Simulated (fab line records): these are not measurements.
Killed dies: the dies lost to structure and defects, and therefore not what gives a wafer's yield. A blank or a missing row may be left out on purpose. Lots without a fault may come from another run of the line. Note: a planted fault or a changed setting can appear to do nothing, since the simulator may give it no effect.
Split-lot trial	flow n5_finfet	21 wafers read across 7 lots, on a route 1938 steps long

## ABOUT THE SPLIT
At N5_BEOL_M14_TRENCH_ETCH_34 (etches SiO2 in C4F8/O2/Ar, target depth 556.65 nm, time 126.9 s), the setting time_s was moved away from the recipe's 126.9 s on 5 of the 21 wafers read, by -10.7% to +20.6%. All remaining wafers had this setting at the recipe value.

## FROM THE SPLIT TO THE READING: what the file shows between them, 10 steps
- N5_BEOL_M14_STRIP_70: strips in C4F8/O2/Ar
- N5_BEOL_M14_OCD_MEAS_35
- N5_BEOL_M14_STRIP_37: strips in O2
- N5_BEOL_M14_ETCH_38: etches SiCN in CF4/N2, target depth 106.5 nm, time 120.6 s
- N5_BEOL_M14_ECD_47: material Cu, target thk 1248 nm
- N5_BEOL_M14_ANNEAL_48: time 90 s
- N5_BEOL_M14_CMP_49: polishes, stops on SiO2, t overpolish 5.2 s, target thk 560 nm
- N5_BEOL_M14_THK_MEAS_50: measures by xrf
- N5_BEOL_M14_PRE_CLEAN_52: time 15 s
- N5_BEOL_M14_DEP_53: deposits SiCN from 3MS/NH3, target thk 50 nm, time 17.8 s

## THE READING
M14_RS in ohm/sq, measured at N5_BEOL_M14_RS_MEAS_54 by four-point-probe. On this fab line, fault-free wafers typically give 0.0332 ohm/sq with a standard deviation of 0.0008 ohm/sq.

wafer	tool, chamber at the split	time_s as run, s	against the recipe	M14_RS, ohm/sq	against lot-mates on the recipe
L074.1	rie_diel-06, 0	126.9	recipe	0.0330	-
L074.3	rie_diel-06, 2	126.9	recipe	0.0334	-
L074.6	rie_diel-06, 2	126.9	recipe	0.0332	-
L080.2	rie_diel-03, 3	126.9	recipe	0.0338	-
L080.3	rie_diel-03, 1	126.9	recipe	0.0327	-
L080.5	rie_diel-03, 0	126.9	recipe	0.0332	-
L091.3	rie_diel-06, 1	153	+20.6%	0.0275	-0.0058
L091.4	rie_diel-06, 3	153	+20.6%	0.0276	-0.0057
L091.5	rie_diel-06, 0	126.9	recipe	0.0333	-
L089.2	rie_diel-02, 1	118.4	-6.7%	0.0354	+0.0026
L089.4	rie_diel-02, 0	126.9	recipe	0.0337	-
L089.6	rie_diel-02, 2	126.9	recipe	0.0318	-
L092.3	rie_diel-02, 3	113.3	-10.7%	0.0364	+0.0037
L092.4	rie_diel-02, 2	126.9	recipe	0.0320	-
L092.6	rie_diel-02, 0	126.9	recipe	0.0334	-
L093.1	rie_diel-03, 1	126.9	recipe	0.0321	-
L093.4	rie_diel-03, 0	126.9	recipe	0.0330	-
L093.5	rie_diel-03, 2	126.9	recipe	0.0335	-
L097.1	rie_diel-06, 2	126.9	recipe	0.0330	-
L097.4	rie_diel-06, 1	126.9	recipe	0.0335	-
L097.5	rie_diel-06, 2	139.7	+10.1%	0.0301	-0.0032

THE FIT
A straight line over all 21 wafers: M14_RS changes by -0.000279 ohm/sq for each +1% of time_s; r = -0.97; the points scatter about the line by 0.00056 ohm/sq.
The same after taking each lot's own level away (the mean of its wafers on the recipe; 21 wafers): -0.000297 ohm/sq for each +1%; r = -0.97; scatter 0.00054 ohm/sq.
The reading moves by 0.0061 ohm/sq for the largest change in time_s, on that fit.
The lots' own levels span 0.03270 to 0.03330 ohm/sq, that is 0.8 times the standard deviation above.
The two slopes are in agreement: the lot-to-lot level therefore moves the slope only a little.
Check: for one of the wafers moved furthest among these (+20.6%), held out of the fit, the line's prediction against its lot-mates is -0.00616 ohm/sq. Against them it came out at -0.0058 ohm/sq.

## THE WHOLE CHAIN: every reading that the file lists as answering this split, in the file's order
step	what it does	reading	change (the file's fit)	r (the file's)
N5_BEOL_M14_TRENCH_ETCH_34	etches SiO2 in C4F8/O2/Ar, target depth 556.65 nm, time 126.9 s	etch.depth_nm (the simulator's own value, which no gauge read)	+5.48 nm for each +1% of the setting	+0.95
N5_BEOL_M14_OCD_MEAS_35		trench_depth_nm	+5.47 nm for each +1% of the setting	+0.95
N5_BEOL_M14_CMP_49	polishes, stops on SiO2, t overpolish 5.2 s, target thk 560 nm	Cu_of_BEOL_M14_ECD_47.thk_nm (the simulator's own value, which no gauge read)	+5.53 nm for each +1% of the setting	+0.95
N5_BEOL_M14_THK_MEAS_50	measures by xrf	M14_THK	+5.37 for each +1% of the setting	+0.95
N5_BEOL_M14_RS_MEAS_54	measures by four-point-probe	M14_RS	-0.000302 for each +1% of the setting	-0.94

## THE FILE'S OWN FIT
M14_RS changes by -0.000302 ohm/sq for each +1% of time_s, r = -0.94.
